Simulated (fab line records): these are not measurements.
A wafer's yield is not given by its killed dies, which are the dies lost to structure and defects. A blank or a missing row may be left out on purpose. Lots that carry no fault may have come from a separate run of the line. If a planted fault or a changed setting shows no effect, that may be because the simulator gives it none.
The tool behind it: which one? || flow nand harc || Sampling: 24 lots, 72 wafers, 3 of 1302 route steps

## WHAT THE GAUGES SHOWED, per wafer
NHARC_A_CONTACT_INSPECT_44. Usual: raw defect count at 90, with a standard deviation of 33.
{"lot": "L075", "measured": "day 21 23:21", "on": "defect inspect-01", "raw defect count": "59 68 68", "flag": ""}
{"lot": "L074", "measured": "day 22 05:17", "on": "defect inspect-02", "raw defect count": "130 117 110", "flag": ""}
{"lot": "L076", "measured": "day 21 23:04", "on": "defect inspect-01", "raw defect count": "98 95 121", "flag": ""}
{"lot": "L077", "measured": "day 22 09:56", "on": "defect inspect-02", "raw defect count": "99 114 118", "flag": ""}
{"lot": "L078", "measured": "day 22 10:07", "on": "defect inspect-01", "raw defect count": "50 81 64", "flag": ""}
{"lot": "L080", "measured": "day 22 20:44", "on": "defect inspect-01", "raw defect count": "24 22 31", "flag": ""}
{"lot": "L079", "measured": "day 23 07:12", "on": "defect inspect-01", "raw defect count": "124 151 150", "flag": ""}
{"lot": "L082", "measured": "day 25 01:21", "on": "defect inspect-01", "raw defect count": "87 82 95", "flag": ""}
{"lot": "L084", "measured": "day 24 22:02", "on": "defect inspect-01", "raw defect count": "30 26 32", "flag": ""}
{"lot": "L083", "measured": "day 25 08:44", "on": "defect inspect-02", "raw defect count": "142 124 134", "flag": ""}
{"lot": "L081", "measured": "day 25 08:11", "on": "defect inspect-02", "raw defect count": "77 91 98", "flag": ""}
{"lot": "L085", "measured": "day 25 20:30", "on": "defect inspect-01", "raw defect count": "84 88 90", "flag": ""}
{"lot": "L086", "measured": "day 26 00:32", "on": "defect inspect-01", "raw defect count": "84 93 95", "flag": ""}
{"lot": "L088", "measured": "day 26 23:56", "on": "defect inspect-01", "raw defect count": "78 89 57", "flag": ""}
{"lot": "L089", "measured": "day 27 04:35", "on": "defect inspect-01", "raw defect count": "55 58 56", "flag": ""}
{"lot": "L087", "measured": "day 27 10:35", "on": "defect inspect-01", "raw defect count": "77 70 71", "flag": ""}
{"lot": "L091", "measured": "day 27 23:02", "on": "defect inspect-02", "raw defect count": "95 77 68", "flag": ""}
{"lot": "L090", "measured": "day 28 02:03", "on": "defect inspect-01", "raw defect count": "140 141 137", "flag": ""}
{"lot": "L092", "measured": "day 28 06:34", "on": "defect inspect-01", "raw defect count": "128 149 146", "flag": ""}
{"lot": "L094", "measured": "day 28 20:59", "on": "defect inspect-01", "raw defect count": "71 68 58", "flag": ""}
{"lot": "L093", "measured": "day 28 22:16", "on": "defect inspect-01", "raw defect count": "123 119 120", "flag": ""}
{"lot": "L097", "measured": "day 30 09:43", "on": "defect inspect-01", "raw defect count": "101 113 103", "flag": ""}
{"lot": "L096", "measured": "day 30 15:21", "on": "defect inspect-01", "raw defect count": "102 107 113", "flag": ""}
{"lot": "L095", "measured": "day 31 04:03", "on": "defect inspect-01", "raw defect count": "71 70 75", "flag": ""}

## WHICH TOOL RAN EACH LOT (tool, then ch and the chambers of the sampled wafers, then the start)
{"lot": "L075", "NHARC_A_SGD_CUT_STRIP_28": "rie diel-10 ch 0,2, day 21 16:20 or earlier", "NHARC_A_WL_FILL_ETCHBACK_26": "rie si-06 ch 0,2,3, day 21 16:20"}
{"lot": "L074", "NHARC_A_SGD_CUT_STRIP_28": "rie diel-10 ch 1,2, day 21 21:17 or earlier", "NHARC_A_WL_FILL_ETCHBACK_26": "rie si-06 ch 1,2, day 21 21:17"}
{"lot": "L076", "NHARC_A_SGD_CUT_STRIP_28": "rie diel-06 ch 0,2,3, day 21 16:19 or earlier", "NHARC_A_WL_FILL_ETCHBACK_26": "rie si-01 ch 1,2, day 21 16:19"}
{"lot": "L077", "NHARC_A_SGD_CUT_STRIP_28": "rie diel-06 ch 1,3, day 22 03:06 or earlier", "NHARC_A_WL_FILL_ETCHBACK_26": "rie si-05 ch 1,2,3, day 22 03:06"}
{"lot": "L078", "NHARC_A_SGD_CUT_STRIP_28": "rie diel-06 ch 0,2,3, day 22 03:06 or earlier", "NHARC_A_WL_FILL_ETCHBACK_26": "rie si-01 ch 0,1,2, day 22 03:06"}
{"lot": "L080", "NHARC_A_SGD_CUT_STRIP_28": "rie diel-03 ch 0,1,2, day 22 13:19 or earlier", "NHARC_A_WL_FILL_ETCHBACK_26": "rie si-05 ch 0,1,3, day 22 13:19"}
{"lot": "L079", "NHARC_A_SGD_CUT_STRIP_28": "rie diel-10 ch 0,2,3, day 23 00:20 or earlier", "NHARC_A_WL_FILL_ETCHBACK_26": "rie si-01 ch 0,1,2, day 23 00:20"}
{"lot": "L082", "NHARC_A_SGD_CUT_STRIP_28": "rie diel-10 ch 0,1,3, day 24 18:29 or earlier", "NHARC_A_WL_FILL_ETCHBACK_26": "rie si-05 ch 0,3, day 24 18:29"}
{"lot": "L084", "NHARC_A_SGD_CUT_STRIP_28": "rie diel-06 ch 0,1,2, day 23 03:44", "NHARC_A_WL_FILL_ETCHBACK_26": "rie si-05 ch 0,2, day 24 15:10"}
{"lot": "L083", "NHARC_A_SGD_CUT_STRIP_28": "rie diel-10 ch 0,1,3, day 24 23:27 or earlier", "NHARC_A_WL_FILL_ETCHBACK_26": "rie si-01 ch 1,2,3, day 24 23:27"}
{"lot": "L081", "NHARC_A_SGD_CUT_STRIP_28": "rie diel-06 ch 1,2,3, day 24 23:28 or earlier", "NHARC_A_WL_FILL_ETCHBACK_26": "rie si-06 ch 1,2,3, day 24 23:28"}
{"lot": "L085", "NHARC_A_SGD_CUT_STRIP_28": "rie diel-03 ch 0,1,2, day 25 13:19 or earlier", "NHARC_A_WL_FILL_ETCHBACK_26": "rie si-01 ch 0,1, day 25 13:19"}
{"lot": "L086", "NHARC_A_SGD_CUT_STRIP_28": "rie diel-10 ch 0,1,2, day 25 16:15 or earlier", "NHARC_A_WL_FILL_ETCHBACK_26": "rie si-06 ch 0,2,3, day 25 16:15"}
{"lot": "L088", "NHARC_A_SGD_CUT_STRIP_28": "rie diel-03 ch 0,2,3, day 24 23:26", "NHARC_A_WL_FILL_ETCHBACK_26": "rie si-05 ch 0,1,2, day 26 14:14"}
{"lot": "L089", "NHARC_A_SGD_CUT_STRIP_28": "rie diel-06 ch 1,2,3, day 26 21:41 or earlier", "NHARC_A_WL_FILL_ETCHBACK_26": "rie si-01 ch 0,1,3, day 26 21:41"}
{"lot": "L087", "NHARC_A_SGD_CUT_STRIP_28": "rie diel-03 ch 2,3, day 25 06:17", "NHARC_A_WL_FILL_ETCHBACK_26": "rie si-05 ch 1,2, day 27 02:52"}
{"lot": "L091", "NHARC_A_SGD_CUT_STRIP_28": "rie diel-06 ch 0,1,3, day 27 15:05 or earlier", "NHARC_A_WL_FILL_ETCHBACK_26": "rie si-05 ch 0,2,3, day 27 15:05"}
{"lot": "L090", "NHARC_A_SGD_CUT_STRIP_28": "rie diel-03 ch 0,2,3, day 26 02:46", "NHARC_A_WL_FILL_ETCHBACK_26": "rie si-06 ch 0,2, day 27 19:07"}
{"lot": "L092", "NHARC_A_SGD_CUT_STRIP_28": "rie diel-06 ch 1,3, day 27 23:43 or earlier", "NHARC_A_WL_FILL_ETCHBACK_26": "rie si-05 ch 0,1,3, day 27 23:43"}
{"lot": "L094", "NHARC_A_SGD_CUT_STRIP_28": "rie diel-06 ch 0,2,3, day 28 12:41 or earlier", "NHARC_A_WL_FILL_ETCHBACK_26": "rie si-06 ch 0,2,3, day 28 12:41"}
{"lot": "L093", "NHARC_A_SGD_CUT_STRIP_28": "rie diel-10 ch 0,2, day 28 12:40 or earlier", "NHARC_A_WL_FILL_ETCHBACK_26": "rie si-01 ch 1,2, day 28 12:40"}
{"lot": "L097", "NHARC_A_SGD_CUT_STRIP_28": "rie diel-03 ch 2,3, day 30 02:52 or earlier", "NHARC_A_WL_FILL_ETCHBACK_26": "rie si-01 ch 1,2,3, day 30 02:52"}
{"lot": "L096", "NHARC_A_SGD_CUT_STRIP_28": "rie diel-03 ch 0,1,2, day 30 07:18 or earlier", "NHARC_A_WL_FILL_ETCHBACK_26": "rie si-06 ch 0,2,3, day 30 07:18"}
{"lot": "L095", "NHARC_A_SGD_CUT_STRIP_28": "rie diel-10 ch 0,1,2, day 30 21:20 or earlier", "NHARC_A_WL_FILL_ETCHBACK_26": "rie si-05 ch 1,2,3, day 30 21:20"}
- NHARC_A_SGD_CUT_STRIP_28: strips in O2, time 20 s.
- NHARC_A_WL_FILL_ETCHBACK_26: etches the open film in HBr, target depth 52 nm, time 13.3 s.

## WHAT THE TOOLS THEMSELVES READ (means of the sampled wafers that have a number; where no wafer has one, the mark that the record gives instead)
NHARC_A_SGD_CUT_STRIP_28. Usual: drypump motor current A 5.7 A, standard deviation 0.33; oes product au 0.999 a.u., standard deviation 0.011; rf vpp V 57.9 V, standard deviation 0.96; showerhead plenum p Torr 3.55 Torr, standard deviation 0.15; throttle valve pct 17.036 %, standard deviation 0.0093.
{"lot": "L075", "tool": "rie diel-10", "drypump motor current A (A)": 5.6, "oes product au (a.u.)": 0.993, "rf vpp V (V)": 57.9, "showerhead plenum p Torr (Torr)": 3.47, "throttle valve pct (%)": 17.051, "flag": ""}
{"lot": "L074", "tool": "rie diel-10", "drypump motor current A (A)": 5.6, "oes product au (a.u.)": 1.006, "rf vpp V (V)": 58.2, "showerhead plenum p Torr (Torr)": 3.58, "throttle valve pct (%)": 17.038, "flag": ""}
{"lot": "L076", "tool": "rie diel-06", "drypump motor current A (A)": 5.6, "oes product au (a.u.)": 0.993, "rf vpp V (V)": 57.7, "showerhead plenum p Torr (Torr)": 3.56, "throttle valve pct (%)": 17.039, "flag": ""}
{"lot": "L077", "tool": "rie diel-06", "drypump motor current A (A)": 5.6, "oes product au (a.u.)": 1.007, "rf vpp V (V)": 58.6, "showerhead plenum p Torr (Torr)": 3.45, "throttle valve pct (%)": 17.044, "flag": ""}
{"lot": "L078", "tool": "rie diel-06", "drypump motor current A (A)": 5.6, "oes product au (a.u.)": 0.997, "rf vpp V (V)": 58.3, "showerhead plenum p Torr (Torr)": 3.56, "throttle valve pct (%)": 17.036, "flag": ""}
{"lot": "L080", "tool": "rie diel-03", "drypump motor current A (A)": 6.1, "oes product au (a.u.)": 1.005, "rf vpp V (V)": 58.1, "showerhead plenum p Torr (Torr)": 3.53, "throttle valve pct (%)": 17.043, "flag": ""}
{"lot": "L079", "tool": "rie diel-10", "drypump motor current A (A)": 5.7, "oes product au (a.u.)": 0.991, "rf vpp V (V)": 57.6, "showerhead plenum p Torr (Torr)": 3.54, "throttle valve pct (%)": 17.035, "flag": ""}
{"lot": "L082", "tool": "rie diel-10", "drypump motor current A (A)": 5.8, "oes product au (a.u.)": 0.990, "rf vpp V (V)": 58.3, "showerhead plenum p Torr (Torr)": 3.55, "throttle valve pct (%)": 17.035, "flag": ""}
{"lot": "L084", "tool": "rie diel-06", "drypump motor current A (A)": 5.4, "oes product au (a.u.)": 0.999, "rf vpp V (V)": 58.7, "showerhead plenum p Torr (Torr)": 3.71, "throttle valve pct (%)": 17.037, "flag": ""}
{"lot": "L083", "tool": "rie diel-10", "drypump motor current A (A)": 5.8, "oes product au (a.u.)": 0.995, "rf vpp V (V)": 58.3, "showerhead plenum p Torr (Torr)": 3.54, "throttle valve pct (%)": 17.037, "flag": ""}
{"lot": "L081", "tool": "rie diel-06", "drypump motor current A (A)": 5.4, "oes product au (a.u.)": 1.008, "rf vpp V (V)": 57.7, "showerhead plenum p Torr (Torr)": 3.62, "throttle valve pct (%)": 17.033, "flag": ""}
{"lot": "L085", "tool": "rie diel-03", "drypump motor current A (A)": 6.0, "oes product au (a.u.)": 1.001, "rf vpp V (V)": 57.8, "showerhead plenum p Torr (Torr)": 3.53, "throttle valve pct (%)": 17.033, "flag": ""}
{"lot": "L086", "tool": "rie diel-10", "drypump motor current A (A)": 5.6, "oes product au (a.u.)": 0.999, "rf vpp V (V)": 58.4, "showerhead plenum p Torr (Torr)": 3.52, "throttle valve pct (%)": 17.033, "flag": ""}
{"lot": "L088", "tool": "rie diel-03", "drypump motor current A (A)": 5.8, "oes product au (a.u.)": 1.000, "rf vpp V (V)": 58.5, "showerhead plenum p Torr (Torr)": 3.51, "throttle valve pct (%)": 17.037, "flag": ""}
{"lot": "L089", "tool": "rie diel-06", "drypump motor current A (A)": 5.4, "oes product au (a.u.)": 1.008, "rf vpp V (V)": 58.6, "showerhead plenum p Torr (Torr)": 3.61, "throttle valve pct (%)": 17.028, "flag": ""}
{"lot": "L087", "tool": "rie diel-03", "drypump motor current A (A)": 5.6, "oes product au (a.u.)": 1.000, "rf vpp V (V)": 57.6, "showerhead plenum p Torr (Torr)": 3.46, "throttle valve pct (%)": 17.039, "flag": ""}
{"lot": "L091", "tool": "rie diel-06", "drypump motor current A (A)": 5.6, "oes product au (a.u.)": 1.004, "rf vpp V (V)": 58.3, "showerhead plenum p Torr (Torr)": 3.55, "throttle valve pct (%)": 17.034, "flag": ""}
{"lot": "L090", "tool": "rie diel-03", "drypump motor current A (A)": 5.8, "oes product au (a.u.)": 0.994, "rf vpp V (V)": 57.2, "showerhead plenum p Torr (Torr)": 3.51, "throttle valve pct (%)": 17.038, "flag": ""}
{"lot": "L092", "tool": "rie diel-06", "drypump motor current A (A)": 5.6, "oes product au (a.u.)": 1.005, "rf vpp V (V)": 56.9, "showerhead plenum p Torr (Torr)": 3.45, "throttle valve pct (%)": 17.036, "flag": ""}
{"lot": "L094", "tool": "rie diel-06", "drypump motor current A (A)": 5.6, "oes product au (a.u.)": 0.997, "rf vpp V (V)": 57.3, "showerhead plenum p Torr (Torr)": 3.56, "throttle valve pct (%)": 17.027, "flag": ""}
{"lot": "L093", "tool": "rie diel-10", "drypump motor current A (A)": 5.6, "oes product au (a.u.)": 0.996, "rf vpp V (V)": 57.6, "showerhead plenum p Torr (Torr)": 3.46, "throttle valve pct (%)": 17.046, "flag": ""}
{"lot": "L097", "tool": "rie diel-03", "drypump motor current A (A)": 5.6, "oes product au (a.u.)": 0.984, "rf vpp V (V)": 58.1, "showerhead plenum p Torr (Torr)": 3.46, "throttle valve pct (%)": 17.045, "flag": ""}
{"lot": "L096", "tool": "rie diel-03", "drypump motor current A (A)": 6.0, "oes product au (a.u.)": 0.998, "rf vpp V (V)": 57.5, "showerhead plenum p Torr (Torr)": 3.52, "throttle valve pct (%)": 17.036, "flag": ""}
{"lot": "L095", "tool": "rie diel-10", "drypump motor current A (A)": 5.6, "oes product au (a.u.)": 1.002, "rf vpp V (V)": 57.1, "showerhead plenum p Torr (Torr)": 3.51, "throttle valve pct (%)": 17.040, "flag": ""}

NHARC_A_WL_FILL_ETCHBACK_26. Usual: drypump motor current A 5.4 A, standard deviation 0.37; oes product au 0.996 a.u., standard deviation 0.0083; rf fwd power W 342.7 W, standard deviation 1.7; throttle valve pct 23.267 %, standard deviation 0.0084.
{"lot": "L075", "tool": "rie si-06", "drypump motor current A (A)": 5.8, "oes product au (a.u.)": 0.997, "rf fwd power W (W)": 342.3, "throttle valve pct (%)": 23.266, "flag": ""}
{"lot": "L074", "tool": "rie si-06", "drypump motor current A (A)": 5.4, "oes product au (a.u.)": 0.990, "rf fwd power W (W)": 342.9, "throttle valve pct (%)": 23.270, "flag": ""}
{"lot": "L076", "tool": "rie si-01", "drypump motor current A (A)": 4.9, "oes product au (a.u.)": 1.006, "rf fwd power W (W)": 340.9, "throttle valve pct (%)": 23.267, "flag": ""}
{"lot": "L077", "tool": "rie si-05", "drypump motor current A (A)": 5.1, "oes product au (a.u.)": 1.002, "rf fwd power W (W)": 343.5, "throttle valve pct (%)": 23.268, "flag": ""}
{"lot": "L078", "tool": "rie si-01", "drypump motor current A (A)": 5.2, "oes product au (a.u.)": 1.005, "rf fwd power W (W)": 342.7, "throttle valve pct (%)": 23.276, "flag": ""}
{"lot": "L080", "tool": "rie si-05", "drypump motor current A (A)": 5.3, "oes product au (a.u.)": 0.999, "rf fwd power W (W)": 342.4, "throttle valve pct (%)": 23.278, "flag": ""}
{"lot": "L079", "tool": "rie si-01", "drypump motor current A (A)": 5.2, "oes product au (a.u.)": 0.989, "rf fwd power W (W)": 342.0, "throttle valve pct (%)": 23.268, "flag": ""}
{"lot": "L082", "tool": "rie si-05", "drypump motor current A (A)": 5.5, "oes product au (a.u.)": 0.997, "rf fwd power W (W)": 342.3, "throttle valve pct (%)": 23.270, "flag": ""}
{"lot": "L084", "tool": "rie si-05", "drypump motor current A (A)": 5.3, "oes product au (a.u.)": 0.992, "rf fwd power W (W)": 343.9, "throttle valve pct (%)": 23.267, "flag": ""}
{"lot": "L083", "tool": "rie si-01", "drypump motor current A (A)": 5.3, "oes product au (a.u.)": 0.993, "rf fwd power W (W)": 342.4, "throttle valve pct (%)": 23.267, "flag": ""}
{"lot": "L081", "tool": "rie si-06", "drypump motor current A (A)": 5.7, "oes product au (a.u.)": 1.004, "rf fwd power W (W)": 341.1, "throttle valve pct (%)": 23.266, "flag": ""}
{"lot": "L085", "tool": "rie si-01", "drypump motor current A (A)": 5.3, "oes product au (a.u.)": 0.988, "rf fwd power W (W)": 343.8, "throttle valve pct (%)": 23.265, "flag": ""}
{"lot": "L086", "tool": "rie si-06", "drypump motor current A (A)": 5.8, "oes product au (a.u.)": 0.998, "rf fwd power W (W)": 342.8, "throttle valve pct (%)": 23.264, "flag": ""}
{"lot": "L088", "tool": "rie si-05", "drypump motor current A (A)": 5.3, "oes product au (a.u.)": 0.998, "rf fwd power W (W)": 344.3, "throttle valve pct (%)": 23.275, "flag": ""}
{"lot": "L089", "tool": "rie si-01", "drypump motor current A (A)": 5.5, "oes product au (a.u.)": 0.990, "rf fwd power W (W)": 342.7, "throttle valve pct (%)": 23.267, "flag": ""}
{"lot": "L087", "tool": "rie si-05", "drypump motor current A (A)": 5.1, "oes product au (a.u.)": 1.000, "rf fwd power W (W)": 344.5, "throttle valve pct (%)": 23.259, "flag": ""}
{"lot": "L091", "tool": "rie si-05", "drypump motor current A (A)": 5.2, "oes product au (a.u.)": 1.002, "rf fwd power W (W)": 344.7, "throttle valve pct (%)": 23.263, "flag": ""}
{"lot": "L090", "tool": "rie si-06", "drypump motor current A (A)": 5.7, "oes product au (a.u.)": 0.998, "rf fwd power W (W)": 344.8, "throttle valve pct (%)": 23.260, "flag": ""}
{"lot": "L092", "tool": "rie si-05", "drypump motor current A (A)": 5.3, "oes product au (a.u.)": 0.999, "rf fwd power W (W)": 343.2, "throttle valve pct (%)": 23.264, "flag": ""}
{"lot": "L094", "tool": "rie si-06", "drypump motor current A (A)": 5.8, "oes product au (a.u.)": 1.002, "rf fwd power W (W)": 341.1, "throttle valve pct (%)": 23.255, "flag": ""}
{"lot": "L093", "tool": "rie si-01", "drypump motor current A (A)": 4.9, "oes product au (a.u.)": 0.994, "rf fwd power W (W)": 340.9, "throttle valve pct (%)": 23.265, "flag": ""}
{"lot": "L097", "tool": "rie si-01", "drypump motor current A (A)": 5.3, "oes product au (a.u.)": 0.991, "rf fwd power W (W)": 342.4, "throttle valve pct (%)": 23.267, "flag": ""}
{"lot": "L096", "tool": "rie si-06", "drypump motor current A (A)": 5.8, "oes product au (a.u.)": 0.992, "rf fwd power W (W)": 343.0, "throttle valve pct (%)": 23.270, "flag": ""}
{"lot": "L095", "tool": "rie si-05", "drypump motor current A (A)": 5.1, "oes product au (a.u.)": 0.995, "rf fwd power W (W)": 344.4, "throttle valve pct (%)": 23.267, "flag": ""}

## THE ANSWER, worked out from the rows above alone
Rule: lot off if the mean of its wafers having a number is beyond 3 standard deviations from the usual mean. Also off: a lot with no number at a reading for which 4 or more lots have one. Any other lot the step has rows for is counted as sound. First the gauges in route order, then the tools' own readings, where a lot's mean is used as printed above. The first step at which some lot is off is used, and at that step the reading that is off furthest; a lot without a number counts as furthest.
Nothing can be told from this: no lot is off at any reading shown.

## WHAT THE SIMULATOR PUT IN
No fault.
